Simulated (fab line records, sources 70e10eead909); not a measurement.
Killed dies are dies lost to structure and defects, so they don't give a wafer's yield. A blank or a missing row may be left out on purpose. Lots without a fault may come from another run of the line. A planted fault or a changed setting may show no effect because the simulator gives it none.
Which tool did it? | flow nand_harc | 23 lots, 69 wafers sampled, at 6 steps of a route of 1302

WHAT THE GAUGES READ, wafer by wafer
The record holds no reading of a measuring or inspecting step that can be judged against a usual standard deviation.

WHICH TOOL RAN EACH LOT (tool, then ch and the chambers of the sampled wafers, then the start)
lot  | NHARC_A_STAIRCASE_ETCH_25                     | NHARC_A_STAIRCASE_TRIM_26                     | NHARC_A_STAIRCASE_STRIP_175          | NHARC_A_STAIRCASE_TRIM_187         | NHARC_A_STAIRCASE_TRIM_193     | NHARC_A_STAIRCASE_ETCH_197
L077 | rie_diel-13 ch 0,1,3, day 16 16:09 or earlier | rie_diel-13 ch 0,1,2, day 16 16:09 or earlier | plasma_asher-02 ch 0,1, day 16 16:09 | rie_diel-04 ch 1,3, day 16 17:35   | rie_diel-04 ch 1,3, no start   | rie_diel-10 ch 0,2, no start
L074 | rie_diel-10 ch 0,2,3, day 16 16:22 or earlier | rie_diel-10 ch 1,2,3, day 16 16:22 or earlier | plasma_asher-01 ch 0,1, day 16 16:22 | rie_diel-13 ch 1,2, day 16 18:22   | rie_diel-13 ch 0,2,3, no start | rie_diel-10 ch 1,2, no start
L075 | rie_diel-13 ch 0,1,2, day 16 16:29 or earlier | rie_diel-13 ch 1,3, day 16 16:29 or earlier   | plasma_asher-02 ch 0,1, day 16 16:29 | rie_diel-10 ch 1,3, day 16 18:01   | rie_diel-10 ch 1,3, no start   | rie_diel-13 ch 0,1, no start
L076 | rie_diel-13 ch 1,2, day 16 23:44 or earlier   | rie_diel-13 ch 0,2,3, day 16 23:44 or earlier | plasma_asher-01 ch 0,1, day 16 23:44 | rie_diel-04 ch 0,2, day 17 01:16   | rie_diel-04 ch 0,1, no start   | rie_diel-04 ch 0,1,2, no start
L079 | rie_diel-04 ch 2,3, day 17 15:29 or earlier   | rie_diel-04 ch 1,3, day 17 15:29 or earlier   | plasma_asher-01 ch 0, day 17 15:29   | rie_diel-04 ch 0,2,3, day 17 16:56 | rie_diel-04 ch 0,3, no start   | rie_diel-04 ch 0,1,3, no start
L078 | rie_diel-13 ch 0,1,2, day 17 19:04 or earlier | rie_diel-13 ch 0,1,2, day 17 19:04 or earlier | plasma_asher-02 ch 0,1, day 17 19:04 | rie_diel-04 ch 0,1,3, day 17 20:38 | rie_diel-04 ch 0,1,3, no start | rie_diel-13 ch 0,2,3, no start
L080 | rie_diel-13 ch 1,2,3, day 18 12:53 or earlier | rie_diel-13 ch 0,1,2, day 18 12:53 or earlier | plasma_asher-02 ch 0, day 18 12:53   | rie_diel-13 ch 1,3, day 18 14:27   | rie_diel-13 ch 0,2, no start   | rie_diel-04 ch 0,1,3, no start
L083 | rie_diel-04 ch 0,2, day 19 03:05 or earlier   | rie_diel-04 ch 0,2,3, day 19 03:05 or earlier | plasma_asher-01 ch 0,1, day 19 03:05 | rie_diel-13 ch 1,3, day 19 04:41   | rie_diel-13 ch 1,2,3, no start | rie_diel-04 ch 0,2,3, no start
L082 | rie_diel-10 ch 0,1,3, day 19 03:30 or earlier | rie_diel-10 ch 0,1,2, day 19 03:30 or earlier | plasma_asher-01 ch 0,1, day 19 03:30 | rie_diel-13 ch 0,1,3, day 19 05:08 | rie_diel-13 ch 0,3, no start   | rie_diel-13 ch 1,2,3, no start
L084 | rie_diel-10 ch 2,3, day 20 07:08 or earlier   | rie_diel-10 ch 1,2, day 20 07:08 or earlier   | plasma_asher-01 ch 0,1, day 20 07:08 | rie_diel-13 ch 0,1,2, day 20 08:30 | rie_diel-13 ch 1,2,3, no start | rie_diel-13 ch 0,1, no start
L085 | rie_diel-13 ch 2,3, day 20 13:38 or earlier   | rie_diel-13 ch 0,1, day 20 13:38 or earlier   | plasma_asher-02 ch 0,1, day 20 13:38 | rie_diel-04 ch 0,2, day 20 15:15   | rie_diel-04 ch 0,1,2, no start | rie_diel-10 ch 0,1, no start
L086 | rie_diel-10 ch 0,1,2, day 20 13:55 or earlier | rie_diel-10 ch 0,1,3, day 20 13:55 or earlier | plasma_asher-02 ch 0,1, day 20 13:55 | rie_diel-04 ch 1,2, day 20 15:35   | rie_diel-04 ch 0,2,3, no start | rie_diel-04 ch 2,3, no start
L088 | rie_diel-10 ch 1,3, day 21 13:33 or earlier   | rie_diel-10 ch 0,1,2, day 21 13:33 or earlier | plasma_asher-01 ch 0,1, day 21 13:33 | rie_diel-13 ch 1,2, day 21 15:09   | rie_diel-13 ch 1,3, no start   | rie_diel-13 ch 1,3, no start
L087 | rie_diel-04 ch 1,2,3, day 21 15:54 or earlier | rie_diel-04 ch 0,2,3, day 21 15:54 or earlier | plasma_asher-02 ch 0,1, day 21 15:54 | rie_diel-13 ch 0,3, day 21 17:25   | rie_diel-13 ch 0,1,2, no start | rie_diel-10 ch 0,1, no start
L089 | rie_diel-04 ch 0,1,3, day 21 18:35 or earlier | rie_diel-04 ch 0,2,3, day 21 18:35 or earlier | plasma_asher-01 ch 0,1, day 21 18:35 | rie_diel-04 ch 0,1,3, day 21 20:05 | rie_diel-04 ch 1,2,3, no start | rie_diel-04 ch 0,1,3, no start
L090 | rie_diel-10 ch 1,3, day 22 12:51 or earlier   | rie_diel-10 ch 1,2, day 22 12:51 or earlier   | plasma_asher-02 ch 0, day 22 12:51   | rie_diel-10 ch 0,1,2, day 22 14:25 | rie_diel-10 ch 2,3, no start   | rie_diel-13 ch 1,2,3, no start
L091 | rie_diel-10 ch 0,3, day 22 14:19 or earlier   | rie_diel-10 ch 1,2,3, day 22 14:19 or earlier | plasma_asher-02 ch 1, day 22 14:19   | rie_diel-10 ch 0,1,3, day 22 15:52 | rie_diel-10 ch 1,2, no start   | rie_diel-13 ch 0,1,2, no start
L092 | rie_diel-04 ch 0,1, day 22 21:26 or earlier   | rie_diel-04 ch 0,3, day 22 21:26 or earlier   | plasma_asher-02 ch 0,1, day 22 21:26 | rie_diel-10 ch 2,3, day 22 22:59   | rie_diel-10 ch 1,2, no start   | rie_diel-10 ch 0,2, no start
L093 | rie_diel-13 ch 0,1,2, day 23 15:19 or earlier | rie_diel-13 ch 1,2,3, day 23 15:19 or earlier | plasma_asher-01 ch 0,1, day 23 15:19 | rie_diel-04 ch 0,1,3, day 23 17:02 | rie_diel-04 ch 1,2,3, no start | rie_diel-10 ch 1,2,3, no start
L094 | rie_diel-04 ch 1,3, day 24 01:46 or earlier   | rie_diel-04 ch 0,2,3, day 24 01:46 or earlier | plasma_asher-02 ch 0,1, day 24 01:46 | rie_diel-04 ch 0,2, day 24 03:23   | rie_diel-04 ch 0,1,2, no start | rie_diel-13 ch 0,1,2, no start
L096 | rie_diel-13 ch 0,3, day 24 22:40 or earlier   | rie_diel-13 ch 1,2, day 24 22:40 or earlier   | plasma_asher-02 ch 0,1, day 24 22:40 | rie_diel-04 ch 0,1,3, day 25 00:08 | rie_diel-04 ch 0,1, no start   | rie_diel-13 ch 1,3, no start
L095 | rie_diel-10 ch 0,1,2, day 25 01:03 or earlier | rie_diel-10 ch 0,1,3, day 25 01:03 or earlier | plasma_asher-02 ch 0,1, day 25 01:03 | rie_diel-10 ch 0,1,2, day 25 02:36 | rie_diel-10 ch 0,1,2, no start | rie_diel-10 ch 1,2,3, no start
L097 | rie_diel-10 ch 0,1,2, day 25 06:16 or earlier | rie_diel-10 ch 0,1,3, day 25 06:16 or earlier | plasma_asher-02 ch 0,1, day 25 06:16 | rie_diel-13 ch 0,1,2, day 25 07:52 | rie_diel-13 ch 0,1,3, no start | rie_diel-10 ch 0,2,3, no start
- NHARC_A_STAIRCASE_ETCH_25: etches the open film in C4F8/O2, target depth 100 nm, time 40.5 s.
- NHARC_A_STAIRCASE_TRIM_26: chemistry O2, time 211.2 s.
- NHARC_A_STAIRCASE_STRIP_175: strips in O2.
- NHARC_A_STAIRCASE_TRIM_187: chemistry O2, time 211.2 s.
- NHARC_A_STAIRCASE_TRIM_193: chemistry O2, time 211.2 s.
- NHARC_A_STAIRCASE_ETCH_197: etches the open film in C4F8/O2, target depth 100 nm, time 40.5 s.

WHAT THE TOOLS THEMSELVES READ (means of the sampled wafers that have a number; where no wafer has one, the mark that the record gives instead)
NHARC_A_STAIRCASE_ETCH_25.
lot  | tool        | oes_product_au (a.u.) | rf_vpp_V (V)
L077 | rie_diel-13 | 0.942                 | 893
L074 | rie_diel-10 | 0.951                 | 892
L075 | rie_diel-13 | 0.958                 | 891
L076 | rie_diel-13 | 0.979                 | 892
L079 | rie_diel-04 | 0.948                 | 901
L078 | rie_diel-13 | 0.953                 | 891
L080 | rie_diel-13 | 0.943                 | 894
L083 | rie_diel-04 | 0.966                 | 902
L082 | rie_diel-10 | 0.931                 | 896
L084 | rie_diel-10 | 0.933                 | 896
L085 | rie_diel-13 | 0.948                 | 891
L086 | rie_diel-10 | 0.947                 | 898
L088 | rie_diel-10 | 0.934                 | 892
L087 | rie_diel-04 | 0.945                 | 896
L089 | rie_diel-04 | 0.939                 | 896
L090 | rie_diel-10 | 0.950                 | 893
L091 | rie_diel-10 | 0.942                 | 894
L092 | rie_diel-04 | 0.930                 | 896
L093 | rie_diel-13 | 0.961                 | 891
L094 | rie_diel-04 | 0.946                 | 893
L096 | rie_diel-13 | 0.948                 | 893
L095 | rie_diel-10 | 0.926                 | 898
L097 | rie_diel-10 | 0.928                 | 899

NHARC_A_STAIRCASE_TRIM_26.
lot  | tool        | drypump_motor_current_A (A) | o2_flow_sccm (sccm) | oes_product_au (a.u.) | rf_vpp_V (V) | showerhead_plenum_p_Torr (Torr) | throttle_valve_pct (%)
L077 | rie_diel-13 | 5.6                         | 500.7               | 1.017                 | 56.3         | 3.41                            | 17.039
L074 | rie_diel-10 | 5.6                         | 499.6               | 0.996                 | 57.3         | 3.40                            | 17.038
L075 | rie_diel-13 | 6.0                         | 499.3               | 1.017                 | 58.0         | 3.52                            | 17.035
L076 | rie_diel-13 | 5.9                         | 499.0               | 0.999                 | 58.0         | 3.42                            | 17.030
L079 | rie_diel-04 | 5.2                         | 500.7               | 1.003                 | 58.0         | 3.48                            | 17.022
L078 | rie_diel-13 | 5.6                         | 500.0               | 1.010                 | 57.8         | 3.40                            | 17.024
L080 | rie_diel-13 | 5.6                         | 497.5               | 1.012                 | 56.8         | 3.40                            | 17.036
L083 | rie_diel-04 | 5.7                         | 500.2               | 1.003                 | 58.1         | 3.62                            | 17.033
L082 | rie_diel-10 | 5.9                         | 499.5               | 0.990                 | 58.6         | 3.60                            | 17.037
L084 | rie_diel-10 | 5.5                         | 500.4               | 0.999                 | 57.9         | 3.59                            | 17.036
L085 | rie_diel-13 | 5.8                         | 502.0               | 1.017                 | 57.5         | 3.44                            | 17.041
L086 | rie_diel-10 | 5.6                         | 499.2               | 0.984                 | 57.4         | 3.47                            | 17.035
L088 | rie_diel-10 | 5.9                         | 499.5               | 0.989                 | 58.5         | 3.60                            | 17.027
L087 | rie_diel-04 | 5.7                         | 499.3               | 0.999                 | 58.2         | 3.61                            | 17.042
L089 | rie_diel-04 | 5.7                         | 500.8               | 0.995                 | 58.4         | 3.61                            | 17.037
L090 | rie_diel-10 | 5.9                         | 500.3               | 1.000                 | 58.6         | 3.68                            | 17.039
L091 | rie_diel-10 | 5.6                         | 501.6               | 0.994                 | 57.3         | 3.55                            | 17.037
L092 | rie_diel-04 | 5.6                         | 499.4               | 0.993                 | 57.3         | 3.52                            | 17.037
L093 | rie_diel-13 | 5.8                         | 499.6               | 1.013                 | 57.9         | 3.43                            | 17.034
L094 | rie_diel-04 | 5.7                         | 499.9               | 1.002                 | 59.2         | 3.60                            | 17.045
L096 | rie_diel-13 | 5.5                         | 499.9               | 1.010                 | 58.0         | 3.42                            | 17.028
L095 | rie_diel-10 | 5.6                         | 499.8               | 0.977                 | 57.6         | 3.45                            | 17.032
L097 | rie_diel-10 | 5.6                         | 501.1               | 0.983                 | 57.6         | 3.45                            | 17.043

NHARC_A_STAIRCASE_STRIP_175.
lot  | tool            | drypump_motor_current_A (A) | heater_power_w (W)
L077 | plasma_asher-02 | 5.3                         | 331
L074 | plasma_asher-01 | 5.5                         | 322
L075 | plasma_asher-02 | 5.3                         | 339
L076 | plasma_asher-01 | 6.1                         | 342
L079 | plasma_asher-01 | 6.6                         | 364
L078 | plasma_asher-02 | 5.3                         | 337
L080 | plasma_asher-02 | 5.9                         | 309
L083 | plasma_asher-01 | 6.0                         | 346
L082 | plasma_asher-01 | 5.6                         | 327
L084 | plasma_asher-01 | 5.6                         | 326
L085 | plasma_asher-02 | 5.6                         | 330
L086 | plasma_asher-02 | 5.6                         | 332
L088 | plasma_asher-01 | 5.5                         | 325
L087 | plasma_asher-02 | 5.3                         | 331
L089 | plasma_asher-01 | 6.0                         | 348
L090 | plasma_asher-02 | 5.9                         | 332
L091 | plasma_asher-02 | 5.0                         | 330
L092 | plasma_asher-02 | 5.6                         | 337
L093 | plasma_asher-01 | 5.6                         | 332
L094 | plasma_asher-02 | 5.6                         | 329
L096 | plasma_asher-02 | 5.6                         | 331
L095 | plasma_asher-02 | 5.3                         | 331
L097 | plasma_asher-02 | 5.3                         | 329

NHARC_A_STAIRCASE_TRIM_187.
lot  | tool        | drypump_motor_current_A (A) | o2_flow_sccm (sccm) | oes_product_au (a.u.) | rf_vpp_V (V) | showerhead_plenum_p_Torr (Torr) | throttle_valve_pct (%)
L077 | rie_diel-04 | 5.2                         | 499.3               | 1.002                 | 57.2         | 3.49                            | 17.041
L074 | rie_diel-13 | 5.3                         | 499.0               | 1.022                 | 56.9         | 3.40                            | 17.039
L075 | rie_diel-10 | 5.2                         | 500.2               | 1.006                 | 58.7         | 3.44                            | 17.030
L076 | rie_diel-04 | 5.8                         | 501.2               | 1.001                 | 58.6         | 3.71                            | 17.035
L079 | rie_diel-04 | 5.7                         | 500.1               | 0.993                 | 57.8         | 3.63                            | 17.039
L078 | rie_diel-04 | 5.2                         | 500.3               | 0.989                 | 57.9         | 3.54                            | 17.042
L080 | rie_diel-13 | 6.3                         | 500.8               | 1.002                 | 58.3         | 3.51                            | 17.030
L083 | rie_diel-13 | 6.0                         | 499.2               | 1.008                 | 57.1         | 3.51                            | 17.036
L082 | rie_diel-13 | 6.1                         | 500.4               | 1.004                 | 57.0         | 3.46                            | 17.030
L084 | rie_diel-13 | 5.6                         | 499.8               | 1.012                 | 56.5         | 3.39                            | 17.030
L085 | rie_diel-04 | 5.4                         | 498.5               | 0.996                 | 58.5         | 3.68                            | 17.034
L086 | rie_diel-04 | 5.8                         | 497.9               | 1.000                 | 57.7         | 3.64                            | 17.031
L088 | rie_diel-13 | 5.3                         | 500.8               | 1.012                 | 57.5         | 3.37                            | 17.033
L087 | rie_diel-13 | 6.4                         | 502.1               | 1.000                 | 57.8         | 3.46                            | 17.026
L089 | rie_diel-04 | 5.2                         | 500.1               | 0.995                 | 57.1         | 3.53                            | 17.042
L090 | rie_diel-10 | 5.9                         | 500.2               | 0.990                 | 57.5         | 3.59                            | 17.040
L091 | rie_diel-10 | 5.6                         | 500.2               | 0.990                 | 59.0         | 3.46                            | 17.038
L092 | rie_diel-10 | 5.6                         | 501.6               | 0.996                 | 58.1         | 3.53                            | 17.032
L093 | rie_diel-04 | 5.2                         | 500.7               | 1.006                 | 58.3         | 3.52                            | 17.036
L094 | rie_diel-04 | 5.8                         | 501.2               | 0.994                 | 58.4         | 3.69                            | 17.038
L096 | rie_diel-04 | 5.2                         | 501.9               | 0.993                 | 58.0         | 3.52                            | 17.039
L095 | rie_diel-10 | 5.9                         | 498.9               | 0.995                 | 56.5         | 3.58                            | 17.037
L097 | rie_diel-13 | 5.6                         | 500.5               | 1.004                 | 57.6         | 3.37                            | 17.035

NHARC_A_STAIRCASE_TRIM_193.
lot  | tool        | drypump_motor_current_A (A) | o2_flow_sccm (sccm) | oes_product_au (a.u.) | rf_vpp_V (V) | showerhead_plenum_p_Torr (Torr) | throttle_valve_pct (%)
L077 | rie_diel-04 | 5.6                         | 502.0               | 0.992                 | 57.7         | 3.48                            | 17.041
L074 | rie_diel-13 | 5.9                         | 500.7               | 1.002                 | 56.5         | 3.42                            | 17.034
L075 | rie_diel-10 | 5.2                         | 499.7               | 0.997                 | 57.3         | 3.44                            | 17.034
L076 | rie_diel-04 | 4.9                         | 499.5               | 0.994                 | 58.3         | 3.61                            | 17.039
L079 | rie_diel-04 | 5.3                         | 499.4               | 1.000                 | 57.4         | 3.61                            | 17.050
L078 | rie_diel-04 | 5.2                         | 500.4               | 0.991                 | 57.5         | 3.54                            | 17.041
L080 | rie_diel-13 | 5.3                         | 500.3               | 1.011                 | 58.0         | 3.35                            | 17.038
L083 | rie_diel-13 | 5.8                         | 500.1               | 1.007                 | 57.3         | 3.45                            | 17.033
L082 | rie_diel-13 | 6.1                         | 501.5               | 1.007                 | 57.4         | 3.41                            | 17.040
L084 | rie_diel-13 | 5.8                         | 501.7               | 1.006                 | 57.7         | 3.44                            | 17.035
L085 | rie_diel-04 | 5.3                         | 499.8               | 1.006                 | 58.4         | 3.62                            | 17.038
L086 | rie_diel-04 | 5.7                         | 500.0               | 0.998                 | 58.6         | 3.62                            | 17.033
L088 | rie_diel-13 | 6.3                         | 500.0               | 0.998                 | 58.0         | 3.50                            | 17.037
L087 | rie_diel-13 | 5.6                         | 500.8               | 1.015                 | 56.6         | 3.38                            | 17.031
L089 | rie_diel-04 | 5.7                         | 500.6               | 0.989                 | 57.6         | 3.55                            | 17.040
L090 | rie_diel-10 | 6.0                         | 499.0               | 1.004                 | 58.6         | 3.66                            | 17.031
L091 | rie_diel-10 | 5.9                         | 500.1               | 0.992                 | 57.9         | 3.68                            | 17.031
L092 | rie_diel-10 | 5.9                         | 501.2               | 0.998                 | 58.1         | 3.68                            | 17.038
L093 | rie_diel-04 | 5.7                         | 498.6               | 1.011                 | 57.1         | 3.54                            | 17.033
L094 | rie_diel-04 | 5.3                         | 500.2               | 0.998                 | 58.1         | 3.60                            | 17.039
L096 | rie_diel-04 | 4.9                         | 498.8               | 0.998                 | 57.4         | 3.58                            | 17.036
L095 | rie_diel-10 | 5.9                         | 499.6               | 0.989                 | 58.1         | 3.58                            | 17.042
L097 | rie_diel-13 | 6.1                         | 500.2               | 1.001                 | 57.5         | 3.43                            | 17.042

NHARC_A_STAIRCASE_ETCH_197.
lot  | tool        | oes_product_au (a.u.) | rf_vpp_V (V)
L077 | rie_diel-10 | 0.941                 | 894
L074 | rie_diel-10 | 0.945                 | 892
L075 | rie_diel-13 | 0.933                 | 892
L076 | rie_diel-04 | 0.937                 | 900
L079 | rie_diel-04 | 0.939                 | 896
L078 | rie_diel-13 | 0.972                 | 892
L080 | rie_diel-04 | 0.960                 | 896
L083 | rie_diel-04 | 0.927                 | 899
L082 | rie_diel-13 | 0.956                 | 893
L084 | rie_diel-13 | 0.946                 | 891
L085 | rie_diel-10 | 0.969                 | 896
L086 | rie_diel-04 | 0.939                 | 897
L088 | rie_diel-13 | 0.960                 | 894
L087 | rie_diel-10 | 0.942                 | 894
L089 | rie_diel-04 | 0.946                 | 897
L090 | rie_diel-13 | 0.973                 | 893
L091 | rie_diel-13 | 0.976                 | 891
L092 | rie_diel-10 | 0.932                 | 899
L093 | rie_diel-10 | 0.966                 | 897
L094 | rie_diel-13 | 0.932                 | 891
L096 | rie_diel-13 | 0.969                 | 894
L095 | rie_diel-10 | 0.938                 | 897
L097 | rie_diel-10 | 0.957                 | 897

THE ANSWER, worked out from the rows above alone
Rule: what is usual is taken from the lots themselves. Put in order of their means at a reading, lots are off if they are a third of the lots or fewer, leave a main group of 4 or more, and stand apart from it by a gap of 3 or more times the standard deviation of the main group's means; of several such gaps the widest counts. A main group whose means are all the same, to the digits that the tables above print for the reading, isn't used. A lot without any number at a reading at which 4 lots or more have one is off too. The other lots that the step has rows for count as sound. The gauges are gone through in route order, then the tools' own readings, and for those a lot's mean is taken as printed above. The first step at which some lot is off is used, and at that step the reading that is off furthest; a lot without a number counts as furthest.
No lot is off at any reading shown: from this, nothing can be told.

WHAT THE SIMULATOR HAD PUT IN
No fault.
